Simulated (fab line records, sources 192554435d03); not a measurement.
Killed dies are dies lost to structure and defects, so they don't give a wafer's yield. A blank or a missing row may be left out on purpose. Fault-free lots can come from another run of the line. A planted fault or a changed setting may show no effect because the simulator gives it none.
Struck lot and sound lot, side by side -- flow n5_finfet -- 38 out of 1938 route steps
Sound: these wafers, L869.1, L869.2, L869.4. Struck: wafers L862.1, L862.3, L862.6. The cause comes at the end.
Each step with rows lists, per side, the tool, then ch with its chambers, then its first start. Under that, the readings that differ: sound wafers -- struck wafers -- difference of the means -- sigmas: that difference in standard deviations of wafers without a fault.
alike: a reading whose means differ by less than 2 such deviations, as well as words and numbers matching on both sides. not compared: withheld readings; readings where some wafer has no value; bounds like >300 that might hide an equal value; numbers whose values overlap and for which the record gives no deviation.
The two part at a step that has a row with sigmas, a row that says differs or no value, or rows on one side only. Numbers that don't overlap but have no deviation are shown without sigmas and don't part them. Lack of a reading on every wafer of one side parts them only where that side has two or more wafers.

first, 12 steps without rows for these wafers: N5_SD_EPI_P_STRIP_38 (strips in N2/H2); N5_SD_EPI_P_ETCHBACK_46 (etches SiNx in CH3F/O2, stops on SiO2, target depth 17.5 nm); N5_SD_EPI_P_ETCH_47 (etches SiOCN in CH3F/O2, target depth 25 nm); N5_SD_EPI_P_ETCH_16 (etches SiO2 in CHF3/O2, target depth 5 nm); N5_SD_EPI_P_STRIP_50 (strips in CHF3/O2); N5_SD_EPI_P_SD_RECESS_17 (chemistry HBr/Cl2/O2, target depth 39.1 nm, bt time 3 s); N5_SD_EPI_P_WET_ETCH_45 (etches SiO2 in dHF, time 10.7 s, target depth 2 nm, rinse time 30 s); N5_SD_EPI_P_STRIP_40 (strips in N2/H2); N5_SD_EPI_P_PRECLEAN_52 (cleans in O3/DIW, time 60 s); N5_SD_EPI_P_SRD_20 (time 30 s); N5_SD_EPI_P_PRECLEAN_51 (cleans in NF3:NH3, afs cycles 1, time 20 s, sublimation time 60 s); N5_SD_EPI_P_VAPOR_ETCH_44 (etches SiGe30 in NF3/Ar, time 3.3 s).
N5_SD_EPI_P_EPI_21: deposits SiGe:B, time 355 s.
  sound on epi_rpcvd-04 ch 0, day 8 16:05; struck on epi_rpcvd-02 ch 0, day 6 20:25
reading,sound,struck,difference,sigmas
model.SiGe-B_of_SD_EPI_P_EPI_21.thk_nm (nm),60.8 60.6 60.4,57 56.6 57.6,-4,
  alike: chamber_pressure_Torr
N5_SD_EPI_P_EPI_MEAS_23:
  sound on film_metro-02 at day 8 18:17; struck on film_metro-02 at day 6 22:37
reading,sound,struck,difference,sigmas
thk_nm (nm),59.2 61.2 60.3,55.1 54.8 56.8,-4.7,-3
then, 8 steps without rows for these wafers: N5_SD_EPI_P_HM_STRIP_48 (strips SiNx in H3PO4, material SiNx, target depth 3 nm); N5_SD_EPI_P_SRD_49 (time 30 s); N5_SD_EPI_P_PRECLEAN_24 (cleans in O3/DIW, time 45 s); N5_SD_EPI_P_PRECLEAN_32 (cleans in dHF, time 10 s); N5_SD_EPI_P_PRECLEAN_33 (cleans in SC2, time 45 s); N5_SD_EPI_P_SRD_25 (time 30 s); N5_SD_ACTIVATION_RTA_00 (time 0 s); N5_SD_ACTIVATION_LSA_01 (time 0.0008 s).
N5_SD_ACTIVATION_RS_MEAS_03: measurement is done with a four-point probe.
  sound on film_metro-02 at day 8 18:53; struck on film_metro-01 at day 6 23:16
reading,sound,struck,difference,sigmas
RS_SD_P (ohm/sq),56.0 55.7 56.1,60.1 60.3 59.1,+3.9,+4
  alike: RS_SD_N
then, 12 steps without rows for these wafers: N5_ILD0_LINER_00 (material SiNx, target thk 4 nm, pulse time 1 s, purge time 2 s); N5_ILD0_FCVD_FILL_01 (material SiO2 flowable, target thk 200 nm, time 328.3 s); N5_ILD0_CURE_02 (time 1800 s); N5_ILD0_CMP_03 (polishes, stops on SiNx, t overpolish 1.9 s, target thk 197.38 nm); N5_ILD0_CMP_07 (polishes SiO2 flowable, stops on poly-Si, t overpolish 1.18 s, target thk 138.88 nm); N5_ILD0_PRECLEAN_10 (cleans in NF3:NH3, afs cycles 5, time 20 s, sublimation time 60 s); N5_ILD0_ALD_15 (deposits SiNx, target thk 24 nm, pulse time 1 s, ald cycles 480); N5_ILD0_CMP_12 (polishes SiNx, stops on poly-Si, t overpolish 6 s, target thk 17.67 nm); N5_SDB_HM_DEP_00 (deposits SiNx from SiH4/NH3/N2, target thk 40 nm, time 35.3 s); N5_SDB_COAT_03 (time 60 s, resist thk 100 nm); N5_SDB_COAT_04 (time 60 s, resist thk 18 nm); N5_SDB_COAT_05 (resist thk 90 nm).
N5_MOL_CONTACT_COAG_ETCH_110: etches Si in CF4/O2, target depth 2.5 nm, time 8 s.
  sound on rie_diel-05 ch 1,2, day 10 01:26; struck on rie_diel-04 ch 0,2, day 8 06:46
reading,sound,struck,difference,sigmas
model.SiGe-B_of_SD_EPI_P_EPI_21.thk_nm (nm),57.8 57.8 57.6,54.2 54 54.8,-3.4,
  alike: cf4_flow_sccm, drypump_motor_current_A, oes_o_777_au, oes_product_au, rf_vpp_V, showerhead_plenum_p_Torr, throttle_valve_pct
  not compared: rf_hours_counter_h
-- record jumps: 3 days separate the struck wafers' starts on either side; left off in module MOL_CONTACT_COAG, taken up again in module BEOL_M4, whose first shown step is the route's number 1111 --
N5_BEOL_M4_RC_MEAS_101:
  sound on prober-01 ch 0, day 13 17:08; struck on prober-01 ch 0, day 11 03:21
reading,sound,struck,difference,sigmas
RS_SD_P (ohm/sq),65.7 65.8 66.5,70.1 70.7 70.2,+4.3,+3
  alike: DIBL_N, DIBL_P, IOFF_N, IOFF_P, ION_N, ION_P, SS_N, SS_P, VT_N, VT_P
N5_PASSIVATION_PROBE_49:
  rows exist in the record for the sound wafers here (prober-01, day 18 05:38), none for the struck ones

WHERE THEY PART
First at N5_SD_EPI_P_EPI_MEAS_23; last, within this record, at N5_PASSIVATION_PROBE_49.

WHY: whatever the simulator had introduced
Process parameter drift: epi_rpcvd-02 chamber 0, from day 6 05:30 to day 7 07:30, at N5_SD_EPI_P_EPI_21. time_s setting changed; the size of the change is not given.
